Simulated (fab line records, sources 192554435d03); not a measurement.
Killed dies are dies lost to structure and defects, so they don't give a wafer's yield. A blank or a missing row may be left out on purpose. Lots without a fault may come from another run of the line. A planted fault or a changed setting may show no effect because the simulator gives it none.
Problem report in the 8D (eight disciplines) form, filled by code | flow n5_finfet | the parts of the form that need people (team, actions taken, sign-off) are left out

1. THE PROBLEM
head_pressure_psi at N5_GATE_CUT_CMP_23 reads a mean of 2.080 psi on 2 wafers of 1 lot; wafers without a fault read 2.500 psi with a standard deviation of 0.0058. That is -72 standard deviations from the usual mean.
The step: polishes, stops on SiO2, t overpolish 23.4 s, target thk 16 nm.
First seen on wafer L595.3, day 8 13:42, on cmp-03. The record holds 27 wafers of 9 lots with a number at this step. Rule for "out", or "out of limits": more than 4 standard deviations from the usual mean. The other wafers with a number count as sound.

2. WHAT IT IS AND WHAT IT IS NOT
question                    | is                | is not
which readings at this step | head_pressure_psi | time_to_endpoint_s
which lots                  | L595              | L582, L583, L586, L588, L590, L600, L601, L602
which wafers of those lots  | L595.3, L595.5    | L595.2
read on which tools         | cmp-03            | cmp-01, cmp-04
when                        | from day 8 13:42  | up to then (16 sound wafers); but 9 sound wafers of L600, L601, L602 came after

3. SUSPECTS, AND WHAT RULES EACH OUT
Counting: a tool at a process step up to the reading stays a suspect if it ran every lot that is out. Sound lots after the first of them don't rule it out here, since some wafers of a struck lot are sound.
- rie_diel-02 at N5_GATE_CUT_ETCH_36 (etches SiARC in CF4, target depth 13 nm, time 21.7 s): kept. It ran the lot that is out, L595 (day 8 11:07); its last sound lot up to then is L590 (day 7 07:48).
- cmp-03 at N5_GATE_CUT_CMP_23 (polishes, stops on SiO2, t overpolish 23.4 s, target thk 16 nm): kept. It ran the lot that is out, L595 (day 8 13:42); its last sound lot up to then is L590 (day 7 10:08). Its own readings are out on those wafers: head_pressure_psi.
- Within rie_diel-02 at N5_GATE_CUT_ETCH_36: the wafers that are out ran in chambers 0, 2; their sound lot-mates ran in chamber 3.
- Within cmp-03 at N5_GATE_CUT_CMP_23: the wafers that are out ran in chamber 0; their sound lot-mates ran in chamber 1.
Left after counting: rie_diel-02 at N5_GATE_CUT_ETCH_36, cmp-03 at N5_GATE_CUT_CMP_23.

4. THE CAUSE (what the simulator had put in)
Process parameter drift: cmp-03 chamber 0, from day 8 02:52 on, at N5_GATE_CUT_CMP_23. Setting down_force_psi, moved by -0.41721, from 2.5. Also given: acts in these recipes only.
Counting left 2 suspects, and this tool is among them.

5. THE CHAIN OF EFFECTS, in route order
Each row: a reading whose mean over the struck wafers that have a number lies more than 3 standard deviations from the usual. Only readings for which the record gives a usual standard deviation are gone through. hours: the time from each lot's start at the first step in this table that gives one to its start at this step, as a median over the lots. sigmas: the change in usual standard deviations.
hours | step               | reading           | usual     | on struck wafers | change | sigmas
0     | N5_GATE_CUT_CMP_23 | head_pressure_psi | 2.500 psi | 2.080            | -0.420 | -72
The process steps in it:
- N5_GATE_CUT_CMP_23: polishes, stops on SiO2, t overpolish 23.4 s, target thk 16 nm.
Later measuring or inspecting steps at which every struck wafer that the step has a row for has a number for every such reading, and none has moved that far: N5_BEOL_M4_RC_MEAS_101.

6. WHAT WOULD HAVE CAUGHT IT SOONER
In this record the first reading out of limits was taken at day 8 13:42, 11 hours after the fault began at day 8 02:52.
